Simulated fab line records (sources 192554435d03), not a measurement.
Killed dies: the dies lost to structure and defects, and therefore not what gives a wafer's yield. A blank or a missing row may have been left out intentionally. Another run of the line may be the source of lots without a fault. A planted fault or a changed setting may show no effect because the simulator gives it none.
fab line records	flow n5-finfet	part 1 of 2: steps 1 to 3 of 6
[record] lots = 21	wafers = 63	last-day = 19
route steps=1938 shown SDB@374 HKMG_FIN@402
lots with no fault: from the same line, run without faults
start-h: hours from the record's opening day to when the first of the lot's shown wafers began	wait-h: hours elapsed since this lot's preceding step	" as in the row above	L1.1+2: one row covering several wafers at once	- no value present, or no start provided	* or withheld: withheld	< > ~ a bound
route shown NAME@n: a module of which the file shows steps, and the number in the route of the first	usual: mean and standard deviation over wafers with no fault	same: alike in all rows	chamber/n: place in a boat	sites: readings site by site	_std_site: how widely they spread, as a standard deviation	_edge_site: outer sites' mean less inner sites'	radius-mm: for every site, how far away it sits from the centre of the wafer	mask NAME#n: copy n	behind: tool/chamber where the wafer was last shaped	hold: the reason the lot was held/the length of the hold in hours/how it ended	device: which transistor (n, p or np) failed to switch	end of line: at the end of the route, the tests of the same wafers	for a step that has no rows: nothing shown but its recipe	killed: the dies lost at the first sort to structure and to defects; this is not the yield of the wafer	map: a wafer's dies, x killed, . not, _ none there
set.NAME: the setting the step ran with; set.NAME@STEP: the setting that earlier step ran with	model.NAME: the simulator's own value behind a step, which no gauge read
the route's steps for a sample of lots (tables are steps, rows are wafers)
services: a tool's chamber out of use, with start hour (start-h, from the record's first day; less than 0 if before it), hours out, and reason
[[steps]]
[step N5_SDB_CMP_30]
[recipe] stop-on = poly-Si	t-overpolish-s = 1.54	post-cmp-clean = alkaline-brush	down-force-psi = 4.1491	platen-rpm = 51.796	pad-velocity-m-s = 1.0306	target-thk-nm = 30
[usual] motor-current-A = 12.2/0.9	overpolish-run-s = 1.540/0.0095	pad-life-wafers = 1074/660	time-to-endpoint-s = 17.3/2
lot.wafer	tool	chamber	start-h	wait-h	motor-current-A	overpolish-run-s	pad-life-wafers	time-to-endpoint-s
L075.4	cmp-03	1	74.59	1.5	11.2	1.544	1124	15.9
L075.2	"	2	"	"	14.2	1.533	1125	15.4
L075.6	"	0	"	"	11.6	1.549	-	16.6
L076.1	cmp-02	1	82.23	1.4	12.1	1.549	492	18.3
L076.2	"	2	"	"	12.5	1.536	493	18.1
L076.5	"	2	"	"	12.6	1.541	-	18.4
L077.2	cmp-02	0	87.15	1.4	12.5	1.538	547	17.8
L077.4	"	1	"	"	11.7	1.536	548	21.6
L077.6	"	3	"	"	13.0	1.538	-	19.5
L078.2	cmp-03	0	95.27	1.4	12.4	1.529	1315	15.9
L078.3	"	2	"	"	12.9	1.546	1317	18.1
L078.5	"	3	"	"	11.3	1.540	-	17.3
L079.2	cmp-04	2	100.99	1.4	10.5	1.536	1920	17.8
L079.4	"	3	"	"	13.4	1.525	1921	15.0
L079.1	"	1	"	"	12.4	1.552	1923	16.4
L080.3	cmp-03	1	105.35	1.5	11.1	1.533	1406	18.2
L080.6	"	3	"	"	11.6	1.537	-	18.5
L080.5	"	0	"	"	12.0	1.538	-	19.5
L081.3	cmp-02	3	111.27	1.4	12.2	1.539	691	20.1
L081.2	"	1	"	"	11.3	1.553	693	20.3
L081.5	"	3	"	"	12.8	1.542	-	17.7
L082.4	cmp-04	1	117.15	1.4	13.2	1.542	2058	15.9
L082.1	"	3	"	"	13.2	1.536	2060	15.6
L082.3	"	0	"	"	12.8	1.541	2061	18.5
L083.1	cmp-03	3	122.38	1.4	11.2	1.532	1537	18.8
L083.3	"	0	"	"	12.0	1.543	1538	17.0
L083.5	"	2	"	"	13.4	1.548	-	20.4
L085.4	cmp-03	0	139.50	1.4	12.2	1.535	1639	18.8
L085.1	"	2	"	"	14.1	1.543	1641	18.4
L085.5	"	0	"	"	12.5	1.540	-	18.2
L086.4	cmp-02	2	146.25	1.4	11.8	1.554	973	15.1
L086.1	"	3	"	"	12.2	1.552	974	15.9
L086.3	"	0	"	"	12.8	1.550	975	16.1
L087.2	cmp-04	0	149.81	1.4	12.9	1.551	204	20.7
L087.1	"	1	"	"	12.8	1.537	205	17.7
L087.5	"	0	"	"	13.3	1.556	-	19.7
L088.2	cmp-04	0	153.20	1.5	13.0	1.538	236	20.2
L088.3	"	1	"	"	13.1	1.538	237	16.5
L088.5	"	2	"	"	11.3	1.540	-	17.8
L089.3	cmp-04	1	160.49	1.4	12.5	1.536	312	20.3
L089.2	"	3	"	"	13.3	1.526	314	20.7
L089.4	"	0	"	"	12.9	1.537	315	20.5
L091.2	cmp-03	2	175.09	1.4	13.7	1.518	1927	17.6
L091.5	"	1	"	"	11.4	1.536	-	20.1
L091.6	"	2	"	"	13.6	1.555	-	20.6
L092.1	cmp-02	0	177.43	1.4	12.6	1.550	1165	14.9
L092.5	"	3	"	"	12.8	1.545	-	17.4
L092.6	"	0	"	"	12.5	1.542	-	14.3
L093.2	cmp-02	2	184.44	1.4	11.6	1.544	1188	15.6
L093.4	"	1	"	"	11.7	1.531	1191	16.0
L093.6	"	2	"	"	12.2	1.548	-	13.5
L094.2	cmp-03	3	190.65	1.4	11.2	1.534	2028	17.6
L094.6	"	3	"	"	11.1	1.556	-	17.4
L094.5	"	0	"	"	11.4	1.557	-	16.3
L095.2	cmp-03	0	197.46	1.4	11.8	1.537	7	17.6
L095.6	"	3	"	"	11.3	1.544	-	18.6
L095.5	"	0	"	"	11.6	1.547	-	17.5
L096.4	cmp-02	3	205.43	1.4	13.1	1.537	1375	13.9
L096.3	"	0	"	"	12.4	1.523	1376	12.5
L096.1	"	1	"	"	12.5	1.539	1377	14.3
L097.2	cmp-02	0	207.03	1.5	12.5	1.550	1394	13.3
L097.3	"	1	"	"	12.0	1.555	1395	15.7
L097.5	"	2	"	"	12.2	1.549	-	16.7
[step N5_HKMG_FIN_ETCH_54]
[recipe] chemistry = CF4	target = SiARC	target-depth-a = 455	mask-material = CAR-ArF	time-s = 75.8	ion-energy-ev = 80	pressure-mtorr = 40	source-w = 545	bias-w = 36	Ar_flow_sccm = 100	cf4-flow-sccm = 100	ends = cleared
[usual] cf4-flow-sccm = 99.99/0.3	drypump-motor-current-A = 6.0/0.52	etch-rf-on-time-s = 75.9/1	oes-product-au = 0.68/0.069	rf-vpp-V = 184.6/1.2	showerhead-plenum-p-Torr = 2.19/0.068	throttle-valve-pct = 15.58/0.2
lot.wafer	tool	chamber	start-h	wait-h	cf4-flow-sccm	drypump-motor-current-A	etch-rf-on-time-s	oes-product-au	rf-hours-counter-h	rf-vpp-V	showerhead-plenum-p-Torr	throttle-valve-pct
L075.2	rie-diel-05	3	76.41	0.0	100.31	6.4	74.8	0.65	153	185.7	2.23	15.78
L075.4	"	0	"	"	100.01	5.7	75.0	0.68	92	184.3	2.25	15.64
L075.6	"	2	"	"	99.88	6.0	75.2	0.62	-	183.6	2.21	15.45
L076.1	rie-diel-02	0	84.22	0.0	100.41	6.2	76.8	0.64	150	185.8	2.24	15.61
L076.2	"	3	"	"	100.39	5.8	74.9	0.74	65	185.2	2.26	15.66
L076.5	"	3	"	"	99.94	5.8	74.6	0.75	-	185.4	2.26	15.67
L077.2	rie-diel-03	0	89.13	0.0	100.26	6.4	76.6	0.61	231	184.4	2.20	15.71
L077.4	"	0	"	"	99.59	6.4	76.6	0.61	-	184.2	2.20	15.70
L077.6	"	3	"	"	100.09	6.1	74.3	0.68	-	184.2	2.15	15.61
L078.2	rie-diel-05	3	97.48	0.0	100.10	6.4	75.8	0.64	160	183.2	2.22	15.78
L078.3	"	1	"	"	99.75	4.9	76.6	0.79	19	183.1	2.10	15.28
L078.5	"	2	"	"	100.35	5.9	76.6	0.62	-	184.8	2.21	15.45
L079.1	rie-diel-02	2	103.72	0.0	100.50	6.1	75.6	0.60	224	182.2	2.03	15.93
L079.2	"	3	"	"	100.15	5.8	74.6	0.73	71	184.2	2.26	15.68
L079.4	"	0	"	"	100.11	6.2	76.1	0.64	156	185.0	2.23	15.63
L080.3	rie-diel-03	2	107.35	0.0	99.97	5.8	76.2	0.83	1	186.5	2.28	15.59
L080.5	"	1	"	"	99.66	6.7	77.3	0.64	-	185.4	2.22	15.27
L080.6	"	2	"	"	100.17	5.8	76.6	0.83	-	186.2	2.28	15.58
L081.2	rie-diel-02	0	113.65	0.0	99.85	6.2	75.6	0.64	160	186.2	2.23	15.64
L081.3	"	1	"	"	100.14	4.9	76.5	0.79	15	183.4	2.10	15.40
L081.5	"	0	"	"	99.58	6.2	76.3	0.64	-	184.8	2.23	15.62
L082.1	rie-diel-05	1	119.27	0.0	100.09	4.9	75.2	0.78	27	184.1	2.10	15.30
L082.3	"	2	"	"	100.50	6.0	76.2	0.62	207	184.3	2.21	15.47
L082.4	"	3	"	"	99.83	6.4	75.0	0.64	168	185.5	2.22	15.77
L083.1	rie-diel-03	2	124.67	0.0	99.69	5.8	75.2	0.80	7	185.6	2.28	15.62
L083.3	"	0	"	"	100.35	6.4	77.1	0.59	246	184.2	2.20	15.73
L083.5	"	2	"	"	99.87	5.8	75.6	0.80	-	186.2	2.28	15.61
L085.1	rie-diel-03	2	141.78	0.0	100.33	5.8	76.0	0.79	14	187.5	2.27	15.61
L085.4	"	2	"	"	100.27	5.8	75.7	0.78	-	186.2	2.27	15.62
L085.5	"	3	"	"	99.40	6.1	74.9	0.66	-	184.7	2.14	15.64
L086.1	rie-diel-03	3	148.27	0.0	100.30	6.1	74.8	0.66	143	181.4	2.14	15.64
L086.3	"	1	"	"	100.10	6.7	76.0	0.65	163	185.0	2.22	15.32
L086.4	"	1	"	"	99.98	6.7	77.1	0.64	-	184.2	2.22	15.30
L087.1	rie-diel-03	3	151.78	0.0	99.71	6.1	74.6	0.66	144	184.3	2.14	15.66
L087.2	"	2	"	"	100.38	5.8	76.4	0.77	19	187.1	2.27	15.64
L087.5	"	1	"	"	99.83	6.7	77.7	0.63	-	184.4	2.22	15.32
L088.2	rie-diel-03	3	155.15	0.0	100.00	6.1	74.8	0.66	146	185.0	2.14	15.66
L088.3	"	1	"	"	100.90	6.7	77.1	0.63	166	185.6	2.22	15.31
L088.5	"	1	"	"	100.36	6.7	77.0	0.63	-	185.7	2.22	15.31
L089.2	rie-diel-02	2	162.60	0.0	99.80	6.0	76.3	0.60	244	183.9	2.03	15.97
L089.3	"	1	"	"	99.91	4.9	76.8	0.76	31	184.2	2.10	15.42
L089.4	"	0	"	"	99.91	6.1	76.3	0.63	176	185.7	2.23	15.67
L091.2	rie-diel-05	1	177.14	0.0	99.90	4.9	75.8	0.74	47	184.3	2.09	15.36
L091.5	"	0	"	"	100.62	5.7	75.1	0.65	-	187.3	2.24	15.72
L091.6	"	3	"	"	100.30	6.4	74.7	0.62	-	185.9	2.21	15.82
L092.1	rie-diel-03	1	179.61	0.0	99.83	6.7	78.6	0.62	177	184.2	2.21	15.32
L092.5	"	3	"	"	99.93	6.2	75.1	0.65	-	183.2	2.14	15.67
L092.6	"	2	"	"	99.55	5.8	76.3	0.76	-	185.2	2.27	15.65
L093.2	rie-diel-03	1	186.66	0.0	100.15	6.7	76.3	0.63	180	185.8	2.21	15.33
L093.4	"	0	"	"	100.28	6.4	75.2	0.81	6	184.4	2.19	15.28
L093.6	"	3	"	"	100.08	6.1	74.6	0.65	-	183.3	2.14	15.67
L094.2	rie-diel-05	2	192.64	0.0	99.71	5.9	76.4	0.60	231	184.9	2.20	15.52
L094.5	"	0	"	"	100.58	5.7	74.2	0.64	-	185.2	2.23	15.74
L094.6	"	2	"	"	99.84	5.9	76.5	0.59	-	184.4	2.20	15.49
L095.2	rie-diel-02	1	199.91	0.0	100.22	5.0	76.5	0.74	43	182.0	2.09	15.45
L095.5	"	0	"	"	100.44	6.2	76.0	0.61	-	187.0	2.22	15.70
L095.6	"	3	"	"	100.06	5.8	74.2	0.71	-	186.4	2.25	15.76
L096.1	rie-diel-05	0	207.37	0.0	99.34	5.7	75.0	0.64	139	184.1	2.23	15.74
L096.3	"	2	"	"	99.61	5.9	76.7	0.59	237	185.1	2.20	15.54
L096.4	"	3	"	"	99.92	6.4	74.7	0.62	198	185.8	2.21	15.86
L097.2	rie-diel-05	1	209.51	0.0	99.52	4.9	75.5	0.74	59	183.9	2.09	15.37
L097.3	"	3	"	"	100.16	6.4	75.1	0.62	198	185.1	2.21	15.85
L097.5	"	3	"	"	100.07	6.4	75.4	0.61	-	184.8	2.21	15.86
[step N5_HKMG_FIN_STRIP_34]
[recipe] chemistry = CF4	resist = SiARC	power-w = 300	bias-power-w = 75	pressure-mtorr = 50	cf4-flow-sccm = 150	rf-frequency-hz = 6e+07
[usual] cf4-flow-sccm = 150.0/0.45	drypump-motor-current-A = 5.9/0.56	oes-product-au = 0.78/0.078	rf-vpp-V = 271.8/1.4	showerhead-plenum-p-Torr = 1.83/0.058	throttle-valve-pct = 13.55/0.21
lot.wafer	tool	chamber	start-h	wait-h	cf4-flow-sccm	drypump-motor-current-A	oes-product-au	rf-hours-counter-h	rf-vpp-V	showerhead-plenum-p-Torr	throttle-valve-pct
L075.2	rie-diel-03	0	80.03	0.0	150.7	6.4	0.71	226	272.5	1.85	13.70
L075.4	"	1	"	"	149.8	6.7	0.77	134	272.5	1.86	13.25
L075.6	"	0	"	"	149.7	6.4	0.71	-	272.3	1.85	13.72
L076.1	rie-diel-05	1	87.77	0.0	150.1	4.9	0.93	14	271.7	1.75	13.20
L076.2	"	3	"	"	149.8	6.4	0.74	157	273.0	1.86	13.75
L076.5	"	1	"	"	149.5	4.9	0.92	-	270.9	1.75	13.20
L077.2	rie-diel-05	1	92.67	0.0	150.0	4.9	0.92	17	269.2	1.75	13.22
L077.4	"	3	"	"	149.9	6.4	0.74	158	272.5	1.86	13.75
L077.6	"	3	"	"	150.5	6.4	0.74	-	270.9	1.86	13.74
L078.2	rie-diel-02	0	101.10	0.0	150.0	6.2	0.75	156	272.4	1.87	13.62
L078.3	"	3	"	"	150.2	5.8	0.83	71	271.9	1.89	13.63
L078.5	"	1	"	"	150.9	5.0	0.92	-	269.9	1.76	13.34
L079.1	rie-diel-05	0	107.22	0.0	149.8	5.6	0.77	105	272.6	1.88	13.65
L079.2	"	3	"	"	149.9	6.4	0.74	164	275.0	1.86	13.74
L079.4	"	2	"	"	148.9	5.9	0.71	203	272.3	1.85	13.50
L080.3	rie-diel-03	0	111.13	0.0	150.1	6.4	0.70	240	272.2	1.84	13.74
L080.5	"	0	"	"	150.1	6.4	0.70	-	272.0	1.84	13.75
L080.6	"	1	"	"	150.4	6.7	0.76	-	272.3	1.86	13.27
L081.2	rie-diel-05	1	117.27	0.0	149.5	4.9	0.90	26	270.6	1.75	13.21
L081.3	"	2	"	"	150.0	5.9	0.72	206	272.7	1.85	13.52
L081.5	"	1	"	"	150.1	4.9	0.90	-	271.1	1.75	13.24
L082.1	rie-diel-03	2	123.21	0.0	150.0	5.8	0.92	7	273.4	1.91	13.52
L082.3	"	1	"	"	150.4	6.7	0.75	152	273.4	1.86	13.31
L082.4	"	0	"	"	149.6	6.4	0.69	245	273.2	1.84	13.76
L083.1	rie-diel-02	1	128.46	0.0	148.9	4.9	0.90	20	270.7	1.76	13.35
L083.3	"	2	"	"	150.1	6.0	0.70	233	268.5	1.70	13.92
L083.5	"	2	"	"	150.5	6.0	0.70	-	269.5	1.70	13.92
L085.1	rie-diel-05	2	145.62	0.0	149.6	5.9	0.71	214	272.7	1.85	13.52
L085.4	"	3	"	"	150.3	6.3	0.73	176	272.2	1.86	13.79
L085.5	"	0	"	"	149.5	5.7	0.76	-	272.6	1.88	13.67
L086.1	rie-diel-05	2	152.39	0.0	150.1	5.9	0.71	216	272.1	1.85	13.53
L086.3	"	0	"	"	150.3	5.7	0.75	119	273.8	1.88	13.67
L086.4	"	1	"	"	150.8	4.9	0.88	37	269.7	1.75	13.26
L087.1	rie-diel-02	0	155.96	0.0	149.6	6.2	0.73	174	271.4	1.86	13.63
L087.2	"	2	"	"	150.1	6.1	0.69	241	267.9	1.70	13.96
L087.5	"	2	"	"	150.0	6.1	0.69	-	268.9	1.70	13.95
L088.2	rie-diel-05	1	159.13	0.0	150.8	4.9	0.87	40	268.9	1.75	13.26
L088.3	"	2	"	"	149.9	5.9	0.71	219	271.2	1.85	13.53
L088.5	"	1	"	"	150.6	4.9	0.88	-	269.1	1.75	13.27
L089.2	rie-diel-05	0	166.22	0.0	149.8	5.6	0.74	124	273.5	1.88	13.68
L089.3	"	2	"	"	150.4	5.9	0.70	221	271.7	1.85	13.52
L089.4	"	1	"	"	149.8	4.9	0.88	43	270.6	1.75	13.27
L091.2	rie-diel-05	3	180.76	0.0	150.0	6.4	0.72	188	272.8	1.85	13.84
L091.5	"	1	"	"	150.3	4.9	0.86	-	269.8	1.75	13.29
L091.6	"	2	"	"	150.0	5.9	0.70	-	272.4	1.85	13.53
L092.1	rie-diel-02	1	183.19	0.0	150.9	4.9	0.87	36	272.0	1.76	13.38
L092.5	"	1	"	"	150.3	5.0	0.87	-	270.2	1.76	13.39
L092.6	"	0	"	"	149.4	6.2	0.72	-	272.1	1.86	13.65
L093.2	rie-diel-03	2	190.29	0.0	150.3	5.8	0.86	35	273.5	1.90	13.59
L093.4	"	3	"	"	149.8	6.1	0.75	161	271.1	1.79	13.68
L093.6	"	1	"	"	149.5	6.7	0.74	-	273.9	1.85	13.38
L094.2	rie-diel-03	1	196.26	0.0	150.1	6.7	0.74	183	272.6	1.85	13.35
L094.5	"	0	"	"	149.0	6.4	0.91	-	271.9	1.84	13.23
L094.6	"	1	"	"	149.4	6.7	0.73	-	273.2	1.85	13.36
L095.2	rie-diel-02	0	203.53	0.0	149.5	6.2	0.72	190	271.7	1.86	13.67
L095.5	"	1	"	"	149.7	5.0	0.86	-	271.3	1.75	13.40
L095.6	"	0	"	"	149.7	6.2	0.72	-	272.1	1.86	13.68
L096.1	rie-diel-03	2	211.01	0.0	149.8	5.8	0.85	41	274.3	1.90	13.61
L096.3	"	1	"	"	150.1	6.7	0.73	188	273.2	1.85	13.37
L096.4	"	3	"	"	149.6	6.1	0.74	167	269.6	1.79	13.67
L097.2	rie-diel-05	1	213.09	0.0	149.8	4.9	0.85	60	270.2	1.74	13.31
L097.3	"	0	"	"	150.3	5.7	0.73	142	272.8	1.87	13.73
L097.5	"	2	"	"	149.6	5.9	0.70	-	272.8	1.84	13.57
